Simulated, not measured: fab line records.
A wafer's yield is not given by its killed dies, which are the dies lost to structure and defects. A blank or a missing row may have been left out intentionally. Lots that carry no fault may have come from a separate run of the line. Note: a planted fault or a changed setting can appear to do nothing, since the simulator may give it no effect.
Which tool is to blame? -- flow nand-harc -- 7 lots, 21 wafers sampled, at 2 steps of a route of 1159

## WHAT THE GAUGES READ, wafer by wafer
NHARC_A_SGD_CUT_OVL_MEAS_10.
lot,measured,on,overlay-x-nm (nm)
L129,day 14 01:39,overlay-02,1.4 0.7 0.8
L132,day 15 04:43,overlay-01,0.7 0.6 0.8
L143,day 18 01:25,overlay-01,0.4 0.4 0.6
L144,day 18 14:34,overlay-01,-0.2 -0.2 0.3
L147,day 19 04:49,overlay-01,-0.4 -0.2 -0.8
L148,day 19 05:36,overlay-01,0.6 0.7 0.6
L151,day 19 15:29,overlay-01,0.4 0.4 0.3

## TOOL THAT RAN EACH LOT (tool first, then ch and the chambers of the sampled wafers, then the start)
lot,NHARC_A_STAIRCASE_CMP_152
L129,"cmp-01 ch 0,1,3, day 13 23:04"
L132,"cmp-02 ch 0,1,2, day 15 02:10"
L143,"cmp-02 ch 0,1,3, day 17 22:45"
L144,"cmp-01 ch 0,1,3, day 18 11:55"
L147,"cmp-01 ch 2,3, day 19 01:53"
L148,"cmp-01 ch 0,2,3, day 19 02:51"
L151,"cmp-03 ch 1,2,3, day 19 12:52"
- NHARC_A_STAIRCASE_CMP_152: polishes.

## THE ANSWER, worked out from the rows above alone
Rule: the lots themselves supply what counts as usual. The widest of any qualifying gaps counts: lots, ordered by their means at a reading, are off when they make up no more than a third of the lots, leave a main group of 4 or more, and stand apart from it by 3 or more times the standard deviation of that group's means. Not used: any main group whose means are identical at the precision the tables above print for the reading. A lot without any number at a reading at which 4 lots or more have one is off too. The other lots that the step has rows for count as sound.
None of the lots is off at any reading shown; this tells nothing.

## WHAT HAD BEEN PUT IN BY THE SIMULATOR
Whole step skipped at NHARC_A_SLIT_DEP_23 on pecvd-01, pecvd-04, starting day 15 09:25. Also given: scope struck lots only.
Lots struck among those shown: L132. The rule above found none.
